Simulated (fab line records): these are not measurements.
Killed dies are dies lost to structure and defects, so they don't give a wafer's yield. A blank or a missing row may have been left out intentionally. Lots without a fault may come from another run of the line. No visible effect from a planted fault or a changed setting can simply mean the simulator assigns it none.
fab line records	flow nand-harc
record lots=5	wafers=15	last-day=32
route steps=1302 shown P_ZERO_WELL@14
lots that met no fault: taken from a fault-free run of the same line
start-h: the number of hours between the record's first day and the start of the first shown wafer of the lot	wait-h: how many hours have passed since the lot's step before this one	" repeats the value in the row above	L1.1+2: a row that stands for several wafers	- either no value or no given start	* or withheld: withheld	< > ~ a bound
route shown NAME@n: a module of which the file shows steps, and the number in the route of the first	usual: mean and standard deviation over wafers with no fault	same: alike in all rows	chamber/n: place in a boat	sites: per-site readings	_std_site: their standard deviation	_edge_site: the outer-site mean with the inner-site mean subtracted	radius-mm: how far each site lies from the wafer's centre	mask NAME#n: copy n	behind: the tool/chamber that last shaped the wafer	hold: what put the lot on hold/how long, in hours/how the hold closed	device: whichever transistor did not switch (one of n, p or np)	end of line: the same wafers' tests at the end of the route	for a step that has no rows: nothing shown but its recipe	killed: dies lost to structure and defects at the first sort, not the wafer's yield	map: per-die view of a wafer (x killed, . not killed, _ where there is no die)
set.NAME: the setting as run; set.NAME@STEP: as run at that earlier step	model.NAME: the simulator's own value behind a step, which no gauge read
a table for each step, a row for each wafer; lots at some steps of the route
services: when a tool's chamber went out of use (start-h, in hours from the record's first day, below 0 if earlier), for how many hours, and the reason
## steps
# step NHARC_P_ZERO_WELL_CD_MEAS_11
# recipe target-cd-nm=500	landing-energy-ev=500
# usual cd-nm=499.9/1.6
lot.wafer	tool	chamber	start-h	wait-h	cd-nm
L887.3	cd-sem-01	0	91.24	-	498.5
L887.5	"	0	"	"	499.5
L887.6	"	0	"	"	498.6
L890.2	cd-sem-01	0	121.24	-	501.3
L890.3	"	0	"	"	498.9
L890.4	"	0	"	"	501.9
L894.1	cd-sem-03	0	161.18	-	500.3
L894.3	"	0	"	"	502.3
L894.4	"	0	"	"	500.8
L899.1	cd-sem-01	0	211.12	-	501.3
L899.2	"	0	"	"	501.5
L899.3	"	0	"	"	500.1
L902.1	cd-sem-02	0	241.24	-	497.5
L902.3	"	0	"	"	497.1
L902.4	"	0	"	"	497.9
# step NHARC_P_ZERO_WELL_HARDBAKE_12
# recipe temp-c=118	time-s=65
# step NHARC_P_ZERO_WELL_DESCUM_13
# recipe time-s=3	o2-flow-sccm=200	ar-flow-sccm=0	bias-power-w=0	chemistry=O2
# usual drypump-motor-current-A=5.6/0.33	oes-product-au=1.000/0.008	rf-vpp-V=57.9/0.91	showerhead-plenum-p-Torr=1.94/0.08	throttle-valve-pct=11.311/0.0084
# same bias-power-w=0
lot.wafer	tool	chamber	start-h	wait-h	drypump-motor-current-A	oes-product-au	rf-hours-counter-h	rf-vpp-V	showerhead-plenum-p-Torr	throttle-valve-pct
L887.3	rie-diel-04	1	91.42	-	4.8	0.997	25	56.5	1.85	11.303
L887.5	"	2	"	"	5.8	0.991	-	59.1	2.07	11.313
L887.6	"	3	"	"	5.3	0.991	-	58.6	2.00	11.322
L890.4	rie-diel-04	0	121.40	-	5.8	1.000	36	57.3	1.94	11.322
L890.3	"	1	"	"	4.8	0.998	34	57.6	1.85	11.295
L890.2	"	2	"	"	5.8	1.015	25	58.6	2.07	11.317
L894.1	rie-diel-08	3	161.71	-	5.7	1.008	52	55.7	1.90	11.329
L894.4	"	0	"	"	5.3	0.998	51	57.9	2.06	11.311
L894.3	"	1	"	"	6.0	0.992	46	59.8	1.79	11.316
L899.1	rie-diel-08	2	211.28	-	5.5	0.997	7	56.9	1.85	11.308
L899.2	"	3	"	"	5.7	1.004	5	58.1	1.89	11.312
L899.3	"	0	"	"	5.3	1.013	5	58.1	2.05	11.313
L902.4	rie-diel-07	2	241.40	-	5.6	1.000	38	58.9	1.92	11.319
L902.3	"	3	"	"	6.0	0.989	37	57.9	1.97	11.301
L902.1	"	0	"	"	5.7	0.998	37	58.7	2.01	11.307
# step NHARC_P_ZERO_WELL_ETCH_65
# recipe target-depth-a=800	overetch-a=240	time-s=87.88	ion-energy-ev=200	n2-flow-sccm=150	h2-flow-sccm=150	ar-flow-sccm=0	rf-w=400	bias-w=150	chemistry=N2/H2
# usual drypump-motor-current-A=5.6/0.34	oes-product-au=1.001/0.0075	rf-fwd-power-W=396.9/1.4	rf-vpp-V=431.4/2.6	showerhead-plenum-p-Torr=2.07/0.088	throttle-valve-pct=14.170/0.0092
lot.wafer	tool	chamber	start-h	wait-h	drypump-motor-current-A	oes-product-au	rf-fwd-power-W	rf-hours-counter-h	rf-vpp-V	showerhead-plenum-p-Torr	throttle-valve-pct
L887.3	rie-diel-04	0	91.48	0.1	5.9	0.984	398.1	25	432.2	2.07	14.170
L887.5	"	0	"	"	5.9	1.003	396.7	-	431.0	2.07	14.176
L887.6	"	1	"	"	4.8	0.990	395.3	-	429.0	1.97	14.170
L890.2	rie-diel-04	1	121.48	0.1	4.8	1.007	396.9	34	430.0	1.97	14.173
L890.4	"	2	"	"	5.8	1.003	394.8	25	435.5	2.21	14.187
L890.3	"	3	"	"	5.3	1.002	396.5	31	434.1	2.13	14.187
L894.4	rie-diel-08	1	161.80	0.1	6.0	1.002	396.6	46	428.3	1.91	14.185
L894.1	"	2	"	"	5.5	1.008	394.6	47	429.0	1.98	14.170
L894.3	"	3	"	"	5.7	1.004	398.9	52	430.3	2.02	14.168
L899.3	rie-diel-08	2	211.36	0.1	5.5	0.997	395.3	7	428.4	1.97	14.163
L899.2	"	3	"	"	5.7	0.986	399.7	5	429.1	2.01	14.189
L899.1	"	1	"	"	6.0	0.991	394.6	7	425.5	1.90	14.149
L902.4	rie-diel-07	3	241.48	0.1	6.0	1.000	394.9	37	432.2	2.10	14.172
L902.3	"	1	"	"	5.5	1.015	396.7	36	429.2	2.02	14.190
L902.1	"	2	"	"	5.6	0.998	397.3	38	431.3	2.04	14.179
# step NHARC_P_ZERO_WELL_ETCH_62
# recipe target-depth-a=130	time-s=6.5	chf3-flow-sccm=50	ar-flow-sccm=200	rf-w=500	bias-w=200	chemistry=CHF3/Ar
# usual drypump-motor-current-A=5.6/0.36	oes-product-au=0.960/0.019	rf-fwd-power-W=488.4/2.1	rf-vpp-V=371.3/2.2	showerhead-plenum-p-Torr=2.37/0.097	throttle-valve-pct=20.217/0.0086
lot.wafer	tool	chamber	start-h	wait-h	drypump-motor-current-A	oes-product-au	rf-fwd-power-W	rf-hours-counter-h	rf-vpp-V	showerhead-plenum-p-Torr	throttle-valve-pct
L887.3	rie-diel-04	1	-	-	4.8	0.981	487.9	26	368.1	2.27	20.233
L887.5	"	0	"	"	5.8	0.968	488.7	-	372.0	2.38	20.215
L887.6	"	1	"	"	4.8	0.973	485.4	-	368.6	2.27	20.212
L890.3	rie-diel-04	1	-	-	4.8	0.991	489.5	34	369.0	2.27	20.204
L890.2	"	2	"	"	5.8	0.978	489.0	25	375.0	2.53	20.208
L890.4	"	3	"	"	5.3	0.971	490.6	31	371.5	2.44	20.225
L894.1	rie-diel-08	2	-	-	5.4	0.968	489.6	47	369.7	2.28	20.222
L894.3	"	3	"	"	5.7	0.960	491.5	52	372.0	2.32	20.233
L894.4	"	0	"	"	5.3	0.961	489.0	51	372.7	2.51	20.224
L899.3	rie-diel-08	3	-	-	5.7	0.983	493.5	5	369.1	2.32	20.218
L899.1	"	0	"	"	5.3	0.977	490.2	5	374.6	2.51	20.212
L899.2	"	2	"	"	5.4	0.956	487.5	7	370.5	2.27	20.214
L902.3	rie-diel-07	1	-	-	5.5	0.974	487.9	36	370.8	2.32	20.220
L902.4	"	2	"	"	5.6	0.954	487.2	38	371.0	2.35	20.211
L902.1	"	3	"	"	6.0	0.969	488.1	37	372.0	2.41	20.199
# step NHARC_P_ZERO_WELL_ETCH_63
# recipe target-depth-a=1200	time-s=40.1	hbr-flow-sccm=150	cl2-flow-sccm=50	rf-w=400	icp-w=400	bias-w=100	chemistry=HBr/Cl2
# usual drypump-motor-current-A=6.1/0.38	he-backside-leak-sccm=2.62/0.25	oes-product-au=0.998/0.0075	rf-fwd-power-W=394.6/2.2	throttle-valve-pct=26.405/0.0093
lot.wafer	tool	chamber	start-h	wait-h	drypump-motor-current-A	he-backside-leak-sccm	oes-product-au	rf-fwd-power-W	rf-hours-counter-h	throttle-valve-pct
L887.3	rie-si-06	2	91.68	-	5.9	2.39	1.010	395.4	0.1	26.402
L887.5	"	0	"	"	5.7	2.83	1.007	395.5	-	26.397
L887.6	"	1	"	"	6.0	2.44	1.006	396.6	-	26.409
L890.4	rie-si-06	2	121.65	-	5.9	2.79	0.993	394.9	0.2	26.405
L890.3	"	3	"	"	6.8	2.56	1.009	389.5	0.3	26.421
L890.2	"	1	"	"	6.0	2.38	0.994	396.7	0.3	26.405
L894.1	rie-si-03	1	161.98	-	5.9	3.01	0.998	398.5	0.8	26.395
L894.3	"	2	"	"	5.7	2.64	1.004	396.7	0.9	26.406
L894.4	"	3	"	"	5.2	3.05	0.982	393.3	0.7	26.387
L899.1	rie-si-06	1	211.64	-	6.0	2.49	0.986	395.2	0.7	26.409
L899.3	"	3	"	"	6.8	2.69	1.014	392.5	0.7	26.414
L899.2	"	0	"	"	5.7	2.76	1.001	396.7	0.7	26.407
L902.4	rie-si-01	0	241.65	-	6.4	2.70	1.010	398.6	0.2	26.409
L902.3	"	2	"	"	6.1	2.43	0.995	398.5	0.2	26.415
L902.1	"	3	"	"	6.4	2.37	1.002	396.5	0.3	26.389
# step NHARC_P_ZERO_WELL_STRIP_15
# recipe time-s=900	temp-c=130	chemistry=SPM
# step NHARC_P_ZERO_WELL_DEHYDRATE_16
# recipe temp-c=150	time-s=120
# step NHARC_P_ZERO_WELL_HMDS_17
# recipe time-s=30
# step NHARC_P_ZERO_WELL_COAT_18
# recipe spin-rpm=withheld
# step NHARC_P_ZERO_WELL_SOFTBAKE_19
# recipe temp-c=122	time-s=95
# step NHARC_P_ZERO_WELL_EBR_20
# step NHARC_P_ZERO_WELL_EXPOSE_21
# recipe na=0.6	target-cd-nm=720	dose-mj=22.31	mask-id=P_NWELL
lot.wafer	tool	chamber	start-h	wait-h	mask
L887.3+5+6	krf-scanner-01	0	92.31	-	P_NWELL#0
L890.2+3+4	krf-scanner-03	0	122.43	-	P_NWELL_R1#0
L894.1+3+4	krf-scanner-03	0	162.74	-	P_NWELL#0
L899.1+2+3	krf-scanner-03	0	212.44	-	P_NWELL#0
L902.1+3+4	krf-scanner-03	0	242.44	-	P_NWELL#0
# step NHARC_P_ZERO_WELL_PEB_22
# recipe peb-temp-c=118	peb-time-s=85
# step NHARC_P_ZERO_WELL_DEVELOP_23
# recipe time-s=70
# step NHARC_P_ZERO_WELL_CD_MEAS_24
# recipe target-cd-nm=720	landing-energy-ev=500
# usual cd-nm=720.0/1.3
lot.wafer	tool	chamber	start-h	wait-h	cd-nm
L887.3	cd-sem-01	0	92.46	-	719.8
L887.5	"	0	"	"	720.4
L887.6	"	0	"	"	719.9
L890.2	cd-sem-02	0	122.59	-	711.6
L890.3	"	0	"	"	710.8
L890.4	"	0	"	"	708.4
L894.1	cd-sem-02	0	162.89	-	719.1
L894.3	"	0	"	"	719.3
L894.4	"	0	"	"	718.5
L899.1	cd-sem-01	0	212.59	-	719.2
L899.2	"	0	"	"	717.2
L899.3	"	0	"	"	719.6
L902.1	cd-sem-02	0	242.59	-	719.5
L902.3	"	0	"	"	718.5
L902.4	"	0	"	"	717.7
# step NHARC_P_ZERO_WELL_HARDBAKE_25
# recipe temp-c=125	time-s=80
# step NHARC_P_ZERO_WELL_DESCUM_26
# recipe time-s=3	o2-flow-sccm=200	ar-flow-sccm=0	bias-power-w=0	chemistry=O2
# usual drypump-motor-current-A=5.62/0.29	oes-product-au=1.000/0.0074	rf-vpp-V=57.9/0.82	showerhead-plenum-p-Torr=1.94/0.085	throttle-valve-pct=11.311/0.0084
# same bias-power-w=0
lot.wafer	tool	chamber	start-h	wait-h	drypump-motor-current-A	oes-product-au	rf-hours-counter-h	rf-vpp-V	showerhead-plenum-p-Torr	throttle-valve-pct	model.P_ZERO_WELL.cd-nm
L887.3	rie-diel-04	0	92.61	-	5.85	1.005	25	58.4	1.94	11.295	719.3
L887.6	"	0	"	"	5.84	1.002	-	56.8	1.94	11.320	719.9
L887.5	"	1	"	"	4.81	1.003	-	58.7	1.85	11.308	719.8
L890.3	rie-diel-04	2	122.74	-	5.79	0.993	25	58.3	2.07	11.300	711
L890.2	"	0	"	"	5.80	0.993	36	58.6	1.94	11.301	711.9
L890.4	"	1	"	"	4.79	1.010	34	57.3	1.85	11.316	708.6
L894.1	rie-diel-08	3	163.06	-	5.69	0.997	52	57.2	1.89	11.301	719
L894.4	"	0	"	"	5.32	0.995	52	60.0	2.06	11.313	718.6
L894.3	"	1	"	"	6.02	0.986	46	58.0	1.79	11.301	719.6
L899.1	rie-diel-07	0	212.76	-	5.79	0.989	28	59.5	2.02	11.314	719.1
L899.3	"	1	"	"	5.48	1.006	28	57.8	1.90	11.313	719.6
L899.2	"	2	"	"	5.60	0.992	27	58.3	1.92	11.302	717.6
L902.3	rie-diel-07	0	242.75	-	5.79	0.999	37	58.3	2.01	11.305	718.3
L902.4	"	1	"	"	5.49	0.996	36	57.7	1.89	11.314	717.9
L902.1	"	2	"	"	5.60	0.988	38	57.1	1.92	11.319	719.8
# step NHARC_P_ZERO_WELL_IMPLANT_27
# recipe energy-kev=600	dose-cm2=1e+13	tilt-deg=7
## services
tool	chamber	start-h	hours	kind
rie-si-06	-	72.00	9.0	pm
krf-scanner-03	-	75.25	1.2	repair
rie-diel-08	0	83.03	2.4	repair
rie-si-01	1	88.97	9.1	repair
rie-diel-04	2	92.89	18.3	repair
rie-diel-04	1	93.89	7.1	repair
rie-diel-07	1	93.96	6.0	repair
rie-diel-04	3	95.78	7.0	repair
krf-scanner-03	-	96.23	0.5	repair
rie-si-06	1	102.99	2.5	repair
rie-diel-04	1	106.34	1.8	repair
rie-diel-07	3	113.06	3.9	repair
rie-diel-07	-	117.56	9.0	pm
krf-scanner-01	-	133.29	9.4	repair
krf-scanner-01	-	144.55	4.0	pm
rie-si-01	3	155.20	2.3	repair
rie-diel-04	0	155.86	3.0	repair
krf-scanner-03	-	159.09	0.3	repair
rie-diel-04	-	172.76	2.1	repair
krf-scanner-01	-	176.73	4.5	repair
rie-diel-04	-	179.20	9.0	pm
rie-diel-07	1	189.88	3.8	repair
rie-si-01	-	193.06	9.0	pm
krf-scanner-03	-	224.03	4.0	pm
## key
first-sign step=NHARC_P_ZERO_WELL_EXPOSE_21	reading=mask	direction=changed
effect step=NHARC_P_ZERO_WELL_CD_MEAS_24	reading=cd-nm	direction=down	sigmas=7.6	usual=720.0	struck=710.3
model-effect step=NHARC_P_ZERO_WELL_DESCUM_26	value=P_ZERO_WELL.cd-nm	without=719.6	struck=710.5
met-at NHARC_P_ZERO_WELL_EXPOSE_21
struck-wafers L890.2,L890.3,L890.4
tester-left-out L890
fault kind=wrong-mask	tool=any	chamber=-	onset-h=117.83	steps=NHARC_P_ZERO_WELL_EXPOSE_21	aux-copy=P_NWELL_R1#0	cd-offset-nm=-9.1714	scope=struck-lots-only
# tester-left-out: of these lots the tester's yield and bins aren't shown, on N5 and GAA mostly nor the transistor test; their killed dies are dies lost to structure and defects alone, not to doping, threshold or leakage, so they don't give the yield
